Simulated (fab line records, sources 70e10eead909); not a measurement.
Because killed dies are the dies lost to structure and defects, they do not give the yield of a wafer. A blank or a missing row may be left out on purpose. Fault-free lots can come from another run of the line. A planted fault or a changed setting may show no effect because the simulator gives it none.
fab line records	flow nand-harc
[record] lots = 12	wafers = 33	last-day = 25
route steps=1159 shown A_STAIRCASE@564
lots that met no fault: from a run of the same line without faults
start-h: hours from the record's opening day to when the first of the lot's shown wafers began	wait-h: how many hours have passed since the lot's step before this one	" repeats the value in the row above	L1.1+2: several wafers, shown together as one row	- value missing, or start not given	* or withheld: withheld	< > ~ a bound
route shown NAME@n: a module of which the file shows steps, and the number in the route of the first	usual: mean/standard deviation of fault-free wafers	same: alike in all rows	chamber/n: place in a boat	sites: readings site by site	_std_site: how widely they spread, as a standard deviation	_edge_site: inner sites' mean taken away from outer sites' mean	radius-mm: for every site, how far away it sits from the centre of the wafer	mask NAME#n: copy n	behind: the most recent tool/chamber to have shaped the wafer	hold: cause of the lot's hold/its duration in hours/its outcome	device: whichever transistor did not switch (one of n, p or np)	end of line: the same wafers' tests at the end of the route	a step without rows: its recipe alone	killed: dies that structure and defects cost at the first sort, which is not the same as the wafer's yield	map: a wafer's dies, marking killed ones x, the rest . and places with no die _
set.NAME: the run value of the setting; set.NAME@STEP: its run value at that earlier step	model.NAME: the simulator's own value behind a step, which no gauge read
a sample of lots followed through the steps of the route, with each step as a table and each wafer as a row
services: from which hour (start-h, from the record's first day; less than 0 if before it) a tool's chamber was out of use, for how many hours, and why
[[steps]]
[step NHARC_A_STAIRCASE_ETCH_27]
[recipe] target-depth-a = 1000	time-s = 40.5	ion-energy-ev = 400	c4f8-flow-sccm = 20	o2-flow-sccm = 10	ar-flow-sccm = withheld	rf-w = 600	bias-w = 1000	chemistry = C4F8/O2
[usual] oes-product-au = 0.937/0.014	rf-vpp-V = 899/5.1
lot.wafer	tool	chamber	start-h	wait-h	oes-product-au	rf-hours-counter-h	rf-vpp-V
L268.3	rie-diel-09	3	-	-	0.970	57	902
L268.2	"	0	"	"	0.946	59	899
L268.5	"	3	"	"	0.979	-	903
L271.4	rie-diel-09	3	-	-	0.948	0	904
L271.2	"	0	"	"	0.923	0	899
L271.5	"	3	"	"	0.953	-	902
L272.3	rie-diel-01	3	-	-	0.936	51	901
L272.2	"	2	"	"	0.941	48	888
L272.4	"	3	"	"	0.935	-	900
L273.2	rie-diel-09	2	-	-	0.937	4	905
L273.3	"	0	"	"	0.911	5	900
L273.5	"	2	"	"	0.933	-	906
L275.1	rie-diel-01	0	-	-	0.959	58	901
L275.3	"	2	"	"	0.959	57	888
L275.5	"	3	"	"	0.940	-	900
L277.3	rie-diel-09	2	-	-	0.942	12	903
L277.4	"	0	"	"	0.923	11	898
L277.6	"	3	"	"	0.956	-	902
L278.2	rie-diel-01	2	-	-	0.951	62	889
L278.1	"	3	"	"	0.934	64	901
L278.4	"	0	"	"	0.952	62	901
L282.3	rie-diel-01	1	-	-	0.920	6	900
L282.1	"	0	"	"	0.953	6	901
L286.1	rie-diel-01	2	-	-	0.913	14	887
L286.5	"	2	"	"	0.919	-	888
L287.1	rie-diel-01	1	-	-	0.916	14	900
L287.2	"	0	"	"	0.959	14	900
L290.4	rie-diel-09	1	-	-	0.947	41	895
L290.2	"	3	"	"	0.952	37	901
L290.5	"	0	"	"	0.932	-	900
L289.2	rie-diel-01	0	-	-	0.964	23	900
L289.5	"	2	"	"	0.928	-	886
L289.6	"	3	"	"	0.949	-	899
[step NHARC_A_STAIRCASE_TRIM_191]
[recipe] time-s = 211.2	o2-flow-sccm = 500	ar-flow-sccm = 0	bias-w = 0	chemistry = O2
[usual] drypump-motor-current-A = 5.7/0.46	oes-product-au = 0.994/0.014	rf-vpp-V = 58.0/0.91	run-length-s = 232.7/0.5	showerhead-plenum-p-Torr = 3.62/0.14	throttle-valve-pct = 17.037/0.0096
lot.wafer	tool	chamber	start-h	wait-h	drypump-motor-current-A	oes-product-au	rf-hours-counter-h	rf-vpp-V	run-length-s	showerhead-plenum-p-Torr	throttle-valve-pct
L268.2	rie-diel-01	0	-	-	5.2	1.010	43	58.8	232.3	3.67	17.043
L268.3	"	2	"	"	6.3	0.999	42	57.8	233.1	3.30	17.034
L268.5	"	0	"	"	5.2	1.005	-	58.8	232.7	3.67	17.049
L271.2	rie-diel-09	3	-	-	5.1	1.001	1	60.1	233.2	3.71	17.029
L271.4	"	1	"	"	5.8	0.982	1	57.1	232.9	3.56	17.015
L271.5	"	3	"	"	5.1	1.010	-	58.2	233.6	3.71	17.040
L272.3	rie-diel-01	0	-	-	5.2	0.995	49	58.3	232.5	3.67	17.018
L272.2	"	2	"	"	6.3	0.990	49	57.5	232.9	3.30	17.040
L272.4	"	2	"	"	6.3	0.984	-	58.0	233.1	3.30	17.046
L273.3	rie-diel-09	1	-	-	5.8	0.987	5	58.7	233.5	3.56	17.025
L273.2	"	2	"	"	5.8	1.001	5	58.3	233.0	3.77	17.027
L273.5	"	2	"	"	5.8	1.004	-	59.8	232.6	3.77	17.034
L275.1	rie-diel-10	3	-	-	5.0	0.985	47	58.6	232.3	3.78	17.033
L275.3	"	0	"	"	6.1	0.988	42	57.2	231.6	3.49	17.043
L275.5	"	3	"	"	5.0	0.994	-	58.9	232.3	3.78	17.040
L277.4	rie-diel-10	0	-	-	6.1	0.985	45	56.4	231.7	3.49	17.040
L277.3	"	2	"	"	6.6	0.989	44	59.2	232.6	3.78	17.054
L277.6	"	3	"	"	5.0	0.986	-	57.5	232.5	3.78	17.030
L278.1	rie-diel-09	0	-	-	5.9	0.971	18	59.1	233.2	3.60	17.037
L278.4	"	1	"	"	5.8	0.996	20	56.4	233.0	3.55	17.030
L278.2	"	2	"	"	5.8	1.005	18	58.7	232.5	3.76	17.040
L282.1	rie-diel-09	0	-	-	6.0	0.970	28	59.0	233.3	3.60	17.047
L282.3	"	3	"	"	5.1	1.000	25	58.5	233.1	3.69	17.051
L286.1	rie-diel-09	3	-	-	5.1	1.005	33	57.6	233.4	3.69	17.036
L286.5	"	3	"	"	5.1	1.003	-	58.4	232.9	3.69	17.045
L287.1	rie-diel-09	2	-	-	5.8	0.990	34	57.9	232.3	3.75	17.042
L287.2	"	3	"	"	5.1	0.996	33	58.6	233.0	3.69	17.033
L290.4	rie-diel-01	3	-	-	5.7	1.022	21	57.7	233.2	3.63	17.046
L290.2	"	1	"	"	5.8	0.991	21	59.6	232.8	3.61	17.039
L290.5	"	3	"	"	5.7	1.010	-	57.8	233.0	3.63	17.056
L289.2	rie-diel-01	1	-	-	5.7	0.985	25	58.1	232.5	3.61	17.040
L289.5	"	1	"	"	5.7	0.988	-	58.4	232.5	3.61	17.036
L289.6	"	2	"	"	6.3	0.987	-	56.5	233.0	3.28	17.029
[step NHARC_A_STAIRCASE_TRIM_193]
[recipe] time-s = 211.2	o2-flow-sccm = 500	ar-flow-sccm = 0	bias-w = 0	chemistry = O2
[usual] drypump-motor-current-A = 5.7/0.44	oes-product-au = 0.995/0.014	rf-vpp-V = 57.9/0.89	run-length-s = 232.7/0.54	showerhead-plenum-p-Torr = 3.61/0.15	throttle-valve-pct = 17.037/0.0093
lot.wafer	tool	chamber	start-h	wait-h	drypump-motor-current-A	oes-product-au	rf-hours-counter-h	rf-vpp-V	run-length-s	showerhead-plenum-p-Torr	throttle-valve-pct
L268.2	rie-diel-01	0	252.76	-	5.2	1.009	43	56.7	232.4	3.67	17.035
L268.3	"	2	"	"	6.2	0.998	42	56.5	233.0	3.30	17.041
L268.5	"	2	"	"	6.3	0.998	-	56.7	233.3	3.30	17.030
L271.4	rie-diel-09	2	266.73	-	5.8	1.006	1	57.1	232.4	3.77	17.036
L271.2	"	1	"	"	5.8	0.983	1	56.8	233.5	3.56	17.041
L271.5	"	3	"	"	5.1	0.989	-	58.0	233.0	3.71	17.053
L272.2	rie-diel-01	0	267.35	-	5.2	1.004	49	58.0	232.7	3.67	17.030
L272.3	"	3	"	"	5.6	0.969	51	59.2	233.4	3.65	17.044
L272.4	"	3	"	"	5.6	0.977	-	59.0	233.0	3.65	17.043
L273.3	rie-diel-09	3	276.20	-	5.1	1.022	4	58.4	232.9	3.70	17.030
L273.2	"	0	"	"	6.0	0.980	5	56.7	233.2	3.61	17.050
L273.5	"	2	"	"	5.8	0.995	-	57.4	232.4	3.77	17.041
L275.1	rie-diel-10	1	291.52	-	5.8	1.006	40	58.4	231.9	3.57	17.037
L275.3	"	3	"	"	5.0	0.996	47	58.1	233.2	3.78	17.022
L275.5	"	3	"	"	5.0	1.000	-	57.8	232.3	3.78	17.047
L277.4	rie-diel-10	0	300.72	-	6.1	0.987	46	58.5	231.4	3.48	17.033
L277.3	"	2	"	"	6.6	0.998	44	59.5	232.5	3.78	17.033
L277.6	"	0	"	"	6.1	0.977	-	57.0	231.8	3.49	17.016
L278.2	rie-diel-09	2	318.20	-	5.8	1.012	18	57.5	232.4	3.76	17.045
L278.1	"	3	"	"	5.2	1.026	18	57.5	233.3	3.70	17.028
L278.4	"	0	"	"	5.9	0.978	19	58.6	233.6	3.60	17.038
L282.1	rie-diel-09	0	340.59	-	5.9	0.978	28	59.4	178.8	3.60	17.025
L282.3	"	1	"	"	5.8	0.978	30	58.4	178.0	3.55	17.041
L286.1	rie-diel-09	0	361.64	-	6.0	0.976	35	58.8	178.3	3.59	17.004
L286.5	"	2	"	"	5.8	0.984	-	58.7	232.4	3.75	17.040
L287.1	rie-diel-09	1	361.89	-	5.8	0.965	37	57.0	178.1	3.54	17.042
L287.2	"	2	"	"	5.8	0.993	34	57.9	232.6	3.75	17.034
L290.2	rie-diel-01	1	374.20	-	5.7	0.977	22	57.5	232.7	3.61	17.027
L290.4	"	2	"	"	6.3	0.985	22	55.4	233.0	3.28	17.034
L290.5	"	2	"	"	6.3	0.991	-	56.0	233.0	3.28	17.033
L289.2	rie-diel-01	1	382.88	-	5.7	0.983	25	57.1	232.8	3.61	17.025
L289.5	"	3	"	"	5.6	1.023	-	58.4	233.2	3.63	17.028
L289.6	"	0	"	"	5.2	1.028	-	57.4	232.4	3.65	17.051
[step NHARC_A_STAIRCASE_TRIM_202]
[recipe] time-s = 211.2	o2-flow-sccm = 500	ar-flow-sccm = 0	bias-w = 0	chemistry = O2
[usual] drypump-motor-current-A = 5.7/0.45	oes-product-au = 0.996/0.014	rf-vpp-V = 58.0/0.88	run-length-s = 232.8/0.44	showerhead-plenum-p-Torr = 3.61/0.14	throttle-valve-pct = 17.037/0.0089
lot.wafer	tool	chamber	start-h	wait-h	drypump-motor-current-A	oes-product-au	rf-hours-counter-h	rf-vpp-V	run-length-s	showerhead-plenum-p-Torr	throttle-valve-pct
L268.3	rie-diel-01	0	-	-	5.2	1.006	43	57.1	232.4	3.67	17.021
L268.2	"	2	"	"	6.3	0.995	42	57.1	233.0	3.30	17.044
L268.5	"	0	"	"	5.2	0.994	-	57.6	233.0	3.67	17.026
L271.2	rie-diel-09	3	-	-	5.1	0.998	1	57.3	233.4	3.71	17.058
L271.4	"	0	"	"	5.9	0.961	1	57.6	233.2	3.61	17.034
L271.5	"	3	"	"	5.1	1.000	-	56.7	233.4	3.71	17.044
L272.3	rie-diel-10	2	-	-	6.6	1.013	35	57.5	232.5	3.79	17.054
L272.2	"	3	"	"	5.0	0.987	37	59.9	232.3	3.79	17.057
L272.4	"	1	"	"	5.8	1.002	32	58.4	232.4	3.58	17.030
L273.2	rie-diel-09	1	-	-	5.8	0.985	6	58.5	233.4	3.56	17.047
L273.3	"	2	"	"	5.8	0.994	5	58.0	232.7	3.77	17.047
L273.5	"	0	"	"	6.0	0.978	-	57.9	233.4	3.61	17.054
L275.3	rie-diel-10	3	-	-	5.0	0.984	48	57.5	232.2	3.78	17.034
L275.1	"	1	"	"	5.8	0.995	41	57.5	232.0	3.57	17.036
L275.5	"	0	"	"	6.1	0.977	-	57.8	231.6	3.49	17.024
L277.3	rie-diel-01	2	-	-	6.3	1.017	60	57.3	232.7	3.29	17.045
L277.4	"	3	"	"	5.7	0.980	63	57.6	232.9	3.65	17.027
L277.6	"	1	"	"	5.7	1.008	-	57.3	233.4	3.63	17.037
L278.1	rie-diel-09	3	-	-	5.1	1.014	18	59.1	232.9	3.70	17.038
L278.2	"	0	"	"	5.9	0.975	19	59.5	233.3	3.60	17.038
L278.4	"	2	"	"	5.8	1.007	19	58.0	232.7	3.76	17.018
L282.1	rie-diel-09	0	-	-	5.9	0.972	29	59.3	233.2	3.60	17.033
L282.3	"	1	"	"	5.8	0.988	31	57.7	233.2	3.55	17.019
L286.1	rie-diel-09	2	-	-	5.7	0.999	35	60.6	232.8	3.75	17.030
L286.5	"	3	"	"	5.1	1.003	-	57.8	233.0	3.69	17.042
L287.2	rie-diel-09	3	-	-	5.1	1.001	34	58.3	233.0	3.69	17.040
L287.1	"	0	"	"	6.0	0.973	36	58.8	233.2	3.59	17.043
L290.2	rie-diel-01	0	-	-	5.2	1.021	21	56.5	232.5	3.65	17.033
L290.4	"	2	"	"	6.3	0.983	23	56.6	233.2	3.28	17.035
L290.5	"	0	"	"	5.2	1.023	-	59.4	232.4	3.65	17.030
L289.2	rie-diel-01	1	-	-	5.8	0.989	26	57.8	232.8	3.61	17.027
L289.6	"	3	"	"	5.6	0.997	-	59.7	232.9	3.63	17.035
L289.5	"	0	"	"	5.2	1.020	-	57.6	232.5	3.65	17.033
[[services]]
tool	chamber	start-h	hours	kind
rie-diel-09	0	233.61	-	clean
rie-diel-09	1	233.61	-	clean
rie-diel-09	2	233.61	-	clean
rie-diel-09	3	233.61	-	clean
rie-diel-01	1	242.19	13.4	repair
rie-diel-09	-	254.35	9.0	pm
rie-diel-09	0	254.35	9.0	vent-cycle
rie-diel-09	1	254.35	9.0	vent-cycle
rie-diel-09	2	254.35	9.0	vent-cycle
rie-diel-09	3	254.35	9.0	vent-cycle
rie-diel-09	0	263.35	-	clean
rie-diel-09	0	263.35	-	consumable-replace:focus-ring
rie-diel-09	1	263.35	-	clean
rie-diel-09	1	263.35	-	consumable-replace:focus-ring
rie-diel-09	2	263.35	-	clean
rie-diel-09	2	263.35	-	consumable-replace:focus-ring
rie-diel-09	3	263.35	-	clean
rie-diel-10	2	283.63	8.9	repair
rie-diel-09	0	287.89	-	clean
rie-diel-09	1	287.89	-	clean
rie-diel-09	2	287.89	-	clean
rie-diel-09	3	287.89	-	clean
rie-diel-01	-	316.11	9.0	pm
rie-diel-10	-	353.66	9.0	pm
[[key]]
[first-sign] step = NHARC_A_STAIRCASE_TRIM_193	reading = run-length-s	direction = down	sigmas = 99+	usual = *	struck = *
effect none on later readings
met-at NHARC_A_STAIRCASE_TRIM_193
struck-lots L282,L286,L287
struck-wafers L282.1,L282.3,L286.1,L287.1
tester-left-out L282,L286,L287
not-acting-at NHARC_A_STAIRCASE_ETCH_27,NHARC_A_STAIRCASE_TRIM_191,NHARC_A_STAIRCASE_TRIM_202
onset-between 318.20 340.59
[fault] kind = process-parameter-drift	tool = rie-diel-09	chamber = -	onset-h = 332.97	steps = NHARC_A_STAIRCASE_TRIM_193	channel = time-s	offset = *	shape = step	end-h = 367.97	scope = struck-wafers-only	acts-in = *	stated = *
// tester-left-out: of these lots the tester's yield and bins aren't shown, on N5 and GAA mostly nor the transistor test; their killed dies are dies lost to structure and defects alone, not to doping, threshold or leakage, so they don't give the yield
